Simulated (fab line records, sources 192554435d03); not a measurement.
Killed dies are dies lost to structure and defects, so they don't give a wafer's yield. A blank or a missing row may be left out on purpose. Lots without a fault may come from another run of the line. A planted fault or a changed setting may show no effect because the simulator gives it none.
Which tool did it? | flow n5_finfet | 23 lots, 69 wafers sampled, at 6 steps of a route of 1938

WHAT THE GAUGES READ, wafer by wafer
N5_HKMG_FIN_OVL_MEAS_13.
lot  | measured     | on         | NWFM_OVL (nm)
L074 | day 4 03:52  | overlay-02 | 0.1 0.0 -1.1
L075 | day 4 08:05  | overlay-02 | 0.0 -0.4 -0.9
L076 | day 4 15:10  | overlay-01 | 0.8 0.2 0.3
L077 | day 4 21:15  | overlay-01 | 0.8 0.2 0.9
L079 | day 5 12:00  | overlay-02 | -0.2 -0.5 -0.3
L080 | day 5 19:00  | overlay-02 | 0.3 0.2 0.8
L081 | day 6 00:17  | overlay-01 | 1.0 0.4 0.3
L082 | day 6 07:08  | overlay-01 | 0.2 0.4 0.1
L083 | day 6 10:06  | overlay-02 | 0.1 -0.4 0.3
L084 | day 6 19:23  | overlay-02 | -1.3 -0.6 -1.6
L085 | day 7 00:08  | overlay-02 | -0.5 0.8 0.0
L086 | day 7 06:52  | overlay-02 | 0.7 0.2 0.4
L087 | day 7 11:13  | overlay-02 | 0.4 -0.3 -0.3
L088 | day 7 19:01  | overlay-02 | -0.5 -0.2 0.1
L089 | day 7 23:23  | overlay-01 | 0.1 0.5 -0.9
L090 | day 8 03:43  | overlay-01 | -1.1 -0.8 -0.2
L091 | day 8 10:26  | overlay-02 | -0.9 -0.5 -1.1
L092 | day 8 17:14  | overlay-01 | 0.7 -0.7 0.4
L093 | day 9 01:16  | overlay-02 | 0.8 -0.2 -0.5
L094 | day 9 02:47  | overlay-02 | -0.2 -0.5 0.6
L095 | day 9 10:08  | overlay-01 | -0.1 -0.5 0.2
L096 | day 10 00:26 | overlay-01 | 0.5 -0.4 -0.2
L097 | day 10 03:46 | overlay-02 | 0.7 1.0 -0.3

N5_MOL_CONTACT_COAG_OVL_MEAS_09.
lot  | measured     | on         | CA_OVL (nm)
L074 | day 4 15:44  | overlay-02 | -0.4 0.5 -0.6
L075 | day 4 20:23  | overlay-02 | -0.6 -0.7 -0.1
L076 | day 5 03:23  | overlay-01 | 1.3 -0.3 0.3
L077 | day 5 09:31  | overlay-02 | 0.4 -0.1 0.6
L079 | day 6 00:19  | overlay-02 | -0.2 -0.2 0.1
L080 | day 6 08:08  | overlay-01 | 0.8 0.8 1.2
L081 | day 6 13:08  | overlay-02 | 0.4 -0.3 0.9
L082 | day 6 20:04  | overlay-02 | 0.0 -0.5 0.1
L083 | day 6 22:17  | overlay-01 | -0.6 0.6 -1.0
L084 | day 7 08:15  | overlay-01 | -0.7 -0.4 0.2
L085 | day 7 15:00  | overlay-02 | 0.7 -0.1 0.0
L086 | day 7 20:54  | overlay-01 | -0.1 -1.1 -0.2
L087 | day 8 00:08  | overlay-01 | -0.5 -0.6 -0.5
L088 | day 8 08:02  | overlay-02 | 0.4 -0.8 -0.3
L089 | day 8 11:20  | overlay-01 | -0.3 0.2 -0.6
L090 | day 8 15:56  | overlay-02 | 0.4 1.6 0.1
L091 | day 9 00:28  | overlay-01 | 0.6 1.5 0.4
L092 | day 9 05:40  | overlay-02 | 0.1 -0.3 0.2
L093 | day 9 13:19  | overlay-01 | -1.3 0.2 0.0
L094 | day 9 14:52  | overlay-01 | -0.9 -0.4 0.4
L095 | day 9 22:22  | overlay-02 | 0.4 -1.3 -0.8
L096 | day 10 12:58 | overlay-02 | 0.3 0.9 0.1
L097 | day 10 15:37 | overlay-01 | 1.0 1.6 1.6

WHICH TOOL RAN EACH LOT (tool, then ch and the chambers of the sampled wafers, then the start)
lot  | N5_DUMMY_REMOVAL_STRIP_10         | N5_GATE_CUT_ETCH_56               | N5_GATE_CUT_PECVD_57           | N5_GATE_CUT_ETCH_36
L074 | rie_diel-03 ch 0,3, day 3 22:41   | rie_metal-01 ch 0,1, day 4 08:29  | pecvd-01 ch 0,1, day 4 11:10   | rie_diel-04 ch 2,3, day 4 12:05
L075 | rie_diel-02 ch 1,2,3, day 4 03:19 | rie_metal-01 ch 1, day 4 12:43    | pecvd-03 ch 0,2, day 4 15:38   | rie_diel-03 ch 0,1,3, day 4 16:41
L076 | rie_diel-03 ch 0,1,3, day 4 10:13 | rie_metal-02 ch 0,1, day 4 19:51  | pecvd-04 ch 0,2, day 4 22:48   | rie_diel-03 ch 0,2,3, day 4 23:44
L077 | rie_diel-03 ch 0,1, day 4 16:30   | rie_metal-03 ch 0,1, day 5 02:14  | pecvd-03 ch 0,1,2, day 5 04:55 | rie_diel-03 ch 0,2, day 5 05:52
L079 | rie_diel-04 ch 0,2, day 5 06:42   | rie_metal-03 ch 0,1, day 5 16:41  | pecvd-04 ch 0,1,2, day 5 19:20 | rie_diel-03 ch 1,2,3, day 5 20:16
L080 | rie_diel-02 ch 1,2,3, day 5 14:08 | rie_metal-02 ch 0, day 5 23:46    | pecvd-04 ch 1,2, day 6 02:41   | rie_diel-03 ch 2,3, day 6 04:28
L081 | rie_diel-02 ch 0,2,3, day 5 18:36 | rie_metal-02 ch 0,1, day 6 05:28  | pecvd-01 ch 0,2, day 6 08:33   | rie_diel-03 ch 0,1,2, day 6 09:28
L082 | rie_diel-02 ch 0,1,2, day 6 01:56 | rie_metal-03 ch 1, day 6 12:06    | pecvd-04 ch 1,2, day 6 14:55   | rie_diel-04 ch 1,2,3, day 6 15:57
L083 | rie_diel-02 ch 1,2,3, day 6 04:41 | rie_metal-01 ch 0,1, day 6 14:55  | pecvd-03 ch 0,1,2, day 6 17:36 | rie_diel-02 ch 0,2,3, day 6 18:39
L084 | rie_diel-04 ch 1,3, day 6 14:11   | rie_metal-01 ch 0,1, day 7 00:16  | pecvd-04 ch 0,2, day 7 02:59   | rie_diel-02 ch 0,1, day 7 03:54
L085 | rie_diel-02 ch 0,3, day 6 19:08   | rie_metal-01 ch 1, day 7 05:02    | pecvd-01 ch 0,2, day 7 09:21   | rie_diel-04 ch 2,3, day 7 10:49
L086 | rie_diel-03 ch 0,3, day 7 01:40   | rie_metal-03 ch 0, day 7 12:22    | pecvd-01 ch 0,1,2, day 7 16:10 | rie_diel-03 ch 0,1,2, day 7 17:05
L087 | rie_diel-03 ch 1,2,3, day 7 06:16 | rie_metal-03 ch 0,1, day 7 15:48  | pecvd-04 ch 1,2, day 7 19:23   | rie_diel-02 ch 0,1, day 7 20:29
L088 | rie_diel-02 ch 1,3, day 7 13:54   | rie_metal-03 ch 0,1, day 7 23:37  | pecvd-01 ch 1,2, day 8 02:37   | rie_diel-04 ch 0,2, day 8 03:55
L089 | rie_diel-03 ch 0,2,3, day 7 18:29 | rie_metal-01 ch 0,1, day 8 04:03  | pecvd-03 ch 0,1, day 8 06:44   | rie_diel-02 ch 0,3, day 8 07:42
L090 | rie_diel-03 ch 0,1,3, day 7 22:29 | rie_metal-02 ch 0,1, day 8 08:25  | pecvd-01 ch 0,2, day 8 11:22   | rie_diel-03 ch 0,2,3, day 8 12:17
L091 | rie_diel-02 ch 0,1, day 8 05:25   | rie_metal-03 ch 0,1, day 8 15:21  | pecvd-04 ch 0,1,2, day 8 18:02 | rie_diel-04 ch 0,1,3, day 8 19:04
L092 | rie_diel-03 ch 0,2,3, day 8 10:53 | rie_metal-02 ch 0,1, day 8 22:05  | pecvd-01 ch 1,2, day 9 00:59   | rie_diel-02 ch 0,1,3, day 9 02:01
L093 | rie_diel-03 ch 0,2,3, day 8 19:13 | rie_metal-03 ch 0,1, day 9 05:52  | pecvd-03 ch 0,2, day 9 08:35   | rie_diel-04 ch 0,1,2, day 9 09:37
L094 | rie_diel-04 ch 1,3, day 8 21:31   | rie_metal-03 ch 0,1, day 9 07:25  | pecvd-01 ch 1,2, day 9 10:05   | rie_diel-03 ch 0,1,2, day 9 11:02
L095 | rie_diel-04 ch 0,3, day 9 04:56   | rie_metal-02 ch 0,1, day 9 14:45  | pecvd-04 ch 0,1, day 9 17:38   | rie_diel-02 ch 0,1,3, day 9 18:41
L096 | rie_diel-02 ch 0,2,3, day 9 19:05 | rie_metal-02 ch 0,1, day 10 05:13 | pecvd-04 ch 0,1, day 10 07:54  | rie_diel-03 ch 0,2,3, day 10 08:52
L097 | rie_diel-03 ch 0,1,2, day 9 22:39 | rie_metal-02 ch 0,1, day 10 08:22 | pecvd-03 ch 0,1, day 10 11:03  | rie_diel-03 ch 0,1,2, day 10 11:58
- N5_DUMMY_REMOVAL_STRIP_10: strips in N2/H2, time 40 s.
- N5_GATE_CUT_ETCH_56: etches TiN in Cl2/Ar, target depth 21.6 nm.
- N5_GATE_CUT_PECVD_57: deposits SiNx from SiH4/NH3/N2, target thk 21 nm.
- N5_GATE_CUT_ETCH_36: etches SiARC in CF4, target depth 13 nm, time 21.7 s.

WHAT THE TOOLS THEMSELVES READ (means of the sampled wafers that have a number; where no wafer has one, the mark that the record gives instead)
N5_DUMMY_REMOVAL_STRIP_10.
lot  | tool        | drypump_motor_current_A (A) | oes_product_au (a.u.) | rf_vpp_V (V) | showerhead_plenum_p_Torr (Torr) | temp_c (C) | throttle_valve_pct (%)
L074 | rie_diel-03 | 6.2                         | 0.82                  | 44.5         | 3.27                            | 39.88      | 12.12
L075 | rie_diel-02 | 5.7                         | 0.72                  | 45.8         | 3.31                            | 39.92      | 12.07
L076 | rie_diel-03 | 5.7                         | 0.76                  | 46.0         | 3.33                            | 39.89      | 12.21
L077 | rie_diel-03 | 5.6                         | 0.75                  | 44.2         | 3.31                            | 40.19      | 12.26
L079 | rie_diel-04 | 5.6                         | 0.71                  | 45.3         | 3.35                            | 40.01      | 12.47
L080 | rie_diel-02 | 5.7                         | 0.72                  | 44.7         | 3.31                            | 40.00      | 12.09
L081 | rie_diel-02 | 5.7                         | 0.71                  | 45.1         | 3.39                            | 40.08      | 12.28
L082 | rie_diel-02 | 5.5                         | 0.74                  | 45.0         | 3.28                            | 39.98      | 12.14
L083 | rie_diel-02 | 5.7                         | 0.71                  | 45.2         | 3.30                            | 39.97      | 12.10
L084 | rie_diel-04 | 5.9                         | 0.75                  | 45.1         | 3.41                            | 39.92      | 12.36
L085 | rie_diel-02 | 5.9                         | 0.74                  | 45.2         | 3.42                            | 39.94      | 12.37
L086 | rie_diel-03 | 6.2                         | 0.77                  | 45.3         | 3.24                            | 39.92      | 12.21
L087 | rie_diel-03 | 5.7                         | 0.74                  | 45.1         | 3.32                            | 40.04      | 12.28
L088 | rie_diel-02 | 5.9                         | 0.75                  | 45.5         | 3.24                            | 39.99      | 11.98
L089 | rie_diel-03 | 6.2                         | 0.77                  | 45.1         | 3.25                            | 39.86      | 12.25
L090 | rie_diel-03 | 5.7                         | 0.73                  | 45.9         | 3.32                            | 39.97      | 12.27
L091 | rie_diel-02 | 5.7                         | 0.75                  | 45.1         | 3.29                            | 40.00      | 12.23
L092 | rie_diel-03 | 6.2                         | 0.77                  | 45.2         | 3.25                            | 40.06      | 12.27
L093 | rie_diel-03 | 6.2                         | 0.76                  | 44.5         | 3.24                            | 39.96      | 12.27
L094 | rie_diel-04 | 5.9                         | 0.73                  | 45.6         | 3.40                            | 40.00      | 12.40
L095 | rie_diel-04 | 5.7                         | 0.71                  | 45.1         | 3.34                            | 39.95      | 12.53
L096 | rie_diel-02 | 5.7                         | 0.87                  | 45.8         | 3.38                            | 40.02      | 11.92
L097 | rie_diel-03 | 5.7                         | 0.82                  | 45.5         | 3.30                            | 39.97      | 12.17

N5_GATE_CUT_ETCH_56.
lot  | tool         | drypump_motor_current_A (A) | oes_product_au (a.u.) | rf_fwd_power_W (W) | throttle_valve_pct (%)
L074 | rie_metal-01 | 5.4                         | 0.75                  | 594.8              | 20.82
L075 | rie_metal-01 | 5.3                         | 0.65                  | 596.1              | 20.88
L076 | rie_metal-02 | 6.2                         | 0.76                  | 596.2              | 20.73
L077 | rie_metal-03 | 6.0                         | 0.71                  | 593.9              | 20.64
L079 | rie_metal-03 | 5.9                         | 0.76                  | 596.3              | 20.62
L080 | rie_metal-02 | 6.2                         | 0.84                  | 598.5              | 20.71
L081 | rie_metal-02 | 6.2                         | 0.88                  | 595.3              | 20.63
L082 | rie_metal-03 | 5.8                         | 0.79                  | 593.5              | 20.64
L083 | rie_metal-01 | 5.4                         | 0.73                  | 597.6              | 20.82
L084 | rie_metal-01 | 5.5                         | 0.81                  | 596.5              | 20.77
L085 | rie_metal-01 | 5.4                         | 0.64                  | 599.2              | 20.90
L086 | rie_metal-03 | 6.1                         | 0.67                  | 595.0              | 20.65
L087 | rie_metal-03 | 5.9                         | 0.75                  | 598.5              | 20.65
L088 | rie_metal-03 | 5.9                         | 0.74                  | 596.7              | 20.63
L089 | rie_metal-01 | 5.5                         | 0.73                  | 596.8              | 20.83
L090 | rie_metal-02 | 6.2                         | 0.90                  | 597.1              | 20.54
L091 | rie_metal-03 | 5.9                         | 0.74                  | 597.2              | 20.65
L092 | rie_metal-02 | 6.2                         | 0.88                  | 595.5              | 20.55
L093 | rie_metal-03 | 6.0                         | 0.70                  | 594.9              | 20.66
L094 | rie_metal-03 | 5.9                         | 0.74                  | 596.7              | 20.64
L095 | rie_metal-02 | 6.2                         | 0.85                  | 596.8              | 20.65
L096 | rie_metal-02 | 6.2                         | 0.84                  | 597.6              | 20.64
L097 | rie_metal-02 | 6.2                         | 0.88                  | 595.7              | 20.56

N5_GATE_CUT_PECVD_57.
lot  | tool     | heater_power_w (W) | rf_fwd_power_W (W) | showerhead_plenum_p_Torr (Torr) | showerhead_vpp_V (V) | throttle_valve_pct (%)
L074 | pecvd-01 | 777                | 297.3              | 5.12                            | 1040                 | 40.0
L075 | pecvd-03 | 908                | 298.0              | 5.06                            | 1038                 | 39.6
L076 | pecvd-04 | 704                | 295.8              | 5.15                            | 1054                 | 38.8
L077 | pecvd-03 | 811                | 297.1              | 5.12                            | 1058                 | 39.9
L079 | pecvd-04 | 699                | 297.8              | 5.12                            | 1053                 | 39.5
L080 | pecvd-04 | 775                | 296.6              | 5.19                            | 1013                 | 40.3
L081 | pecvd-01 | 958                | 296.2              | 5.20                            | 1116                 | 40.0
L082 | pecvd-04 | 710                | 297.7              | 5.18                            | 1010                 | 40.2
L083 | pecvd-03 | 865                | 297.1              | 5.12                            | 1073                 | 40.0
L084 | pecvd-04 | 793                | 296.0              | 5.22                            | 1024                 | 39.6
L085 | pecvd-01 | 879                | 297.1              | 5.19                            | 1120                 | 40.0
L086 | pecvd-01 | 849                | 296.3              | 5.15                            | 1084                 | 40.1
L087 | pecvd-04 | 685                | 296.9              | 5.11                            | 1048                 | 40.3
L088 | pecvd-01 | 828                | 297.9              | 5.16                            | 1125                 | 38.3
L089 | pecvd-03 | 846                | 298.5              | 5.15                            | 1119                 | 41.4
L090 | pecvd-01 | 824                | 297.3              | 5.18                            | 1060                 | 41.8
L091 | pecvd-04 | 716                | 295.3              | 5.12                            | 1053                 | 39.6
L092 | pecvd-01 | 905                | 297.7              | 5.12                            | 1086                 | 38.4
L093 | pecvd-03 | 950                | 297.6              | 5.06                            | 1025                 | 40.1
L094 | pecvd-01 | 830                | 297.6              | 5.13                            | 1085                 | 38.4
L095 | pecvd-04 | 545                | 297.5              | 5.06                            | 1075                 | 38.9
L096 | pecvd-04 | 601                | 296.9              | 5.06                            | 1063                 | 38.9
L097 | pecvd-03 | 714                | 297.7              | 5.17                            | 1106                 | 40.3

N5_GATE_CUT_ETCH_36.
lot  | tool        | drypump_motor_current_A (A) | etch_rf_on_time_s (s) | oes_product_au (a.u.) | rf_fwd_power_W (W) | rf_vpp_V (V) | showerhead_plenum_p_Torr (Torr) | throttle_valve_pct (%)
L074 | rie_diel-04 | 5.7                         | 21.8                  | 0.61                  | 531.6              | 185.1        | 2.13                            | 15.84
L075 | rie_diel-03 | 5.7                         | 21.5                  | 0.65                  | 530.6              | 184.1        | 2.11                            | 15.65
L076 | rie_diel-03 | 6.2                         | 21.8                  | 0.67                  | 532.3              | 183.1        | 2.07                            | 15.59
L077 | rie_diel-03 | 6.1                         | 21.7                  | 0.65                  | 532.0              | 182.0        | 2.06                            | 15.66
L079 | rie_diel-03 | 5.7                         | 21.6                  | 0.64                  | 533.0              | 183.1        | 2.12                            | 15.62
L080 | rie_diel-03 | 6.2                         | 21.8                  | 0.67                  | 531.9              | 183.7        | 2.07                            | 15.55
L081 | rie_diel-03 | 5.7                         | 21.7                  | 0.62                  | 533.2              | 183.5        | 2.10                            | 15.68
L082 | rie_diel-04 | 5.9                         | 21.9                  | 0.62                  | 530.8              | 183.9        | 2.16                            | 15.73
L083 | rie_diel-02 | 5.7                         | 21.8                  | 0.60                  | 532.4              | 183.7        | 2.15                            | 15.62
L084 | rie_diel-02 | 5.7                         | 22.0                  | 0.65                  | 532.4              | 183.1        | 2.10                            | 15.60
L085 | rie_diel-04 | 5.8                         | 21.8                  | 0.61                  | 531.2              | 184.1        | 2.12                            | 15.83
L086 | rie_diel-03 | 5.7                         | 21.9                  | 0.61                  | 531.8              | 184.1        | 2.10                            | 15.71
L087 | rie_diel-02 | 5.7                         | 21.6                  | 0.65                  | 531.6              | 182.7        | 2.04                            | 15.40
L088 | rie_diel-04 | 5.7                         | 21.9                  | 0.58                  | 530.8              | 182.5        | 2.12                            | 15.92
L089 | rie_diel-02 | 5.9                         | 21.9                  | 0.62                  | 531.9              | 184.9        | 2.16                            | 15.73
L090 | rie_diel-03 | 6.2                         | 21.8                  | 0.65                  | 530.6              | 183.2        | 2.06                            | 15.65
L091 | rie_diel-04 | 5.8                         | 21.9                  | 0.61                  | 530.8              | 184.0        | 2.15                            | 15.78
L092 | rie_diel-02 | 5.9                         | 21.6                  | 0.70                  | 531.6              | 183.7        | 2.11                            | 15.37
L093 | rie_diel-04 | 5.8                         | 21.8                  | 0.70                  | 531.8              | 183.9        | 2.15                            | 15.65
L094 | rie_diel-03 | 5.7                         | 21.5                  | 0.70                  | 532.2              | 184.3        | 2.10                            | 15.56
L095 | rie_diel-02 | 5.9                         | 21.4                  | 0.70                  | 530.8              | 183.5        | 2.10                            | 15.38
L096 | rie_diel-03 | 6.2                         | 21.7                  | 0.64                  | 530.9              | 183.4        | 2.05                            | 15.67
L097 | rie_diel-03 | 5.7                         | 21.7                  | 0.69                  | 531.4              | 183.2        | 2.09                            | 15.57

THE ANSWER, worked out from the rows above alone
Rule: what is usual is taken from the lots themselves. Put in order of their means at a reading, lots are off if they are a third of the lots or fewer, leave a main group of 4 or more, and stand apart from it by a gap of 3 or more times the standard deviation of the main group's means; of several such gaps the widest counts. A main group whose means are all the same, to the digits that the tables above print for the reading, isn't used. A lot without any number at a reading at which 4 lots or more have one is off too. The other lots that the step has rows for count as sound. The gauges are gone through in route order, then the tools' own readings, and for those a lot's mean is taken as printed above. The first step at which some lot is off is used, and at that step the reading that is off furthest; a lot without a number counts as furthest.
No lot is off at any reading shown: from this, nothing can be told.

WHAT THE SIMULATOR HAD PUT IN
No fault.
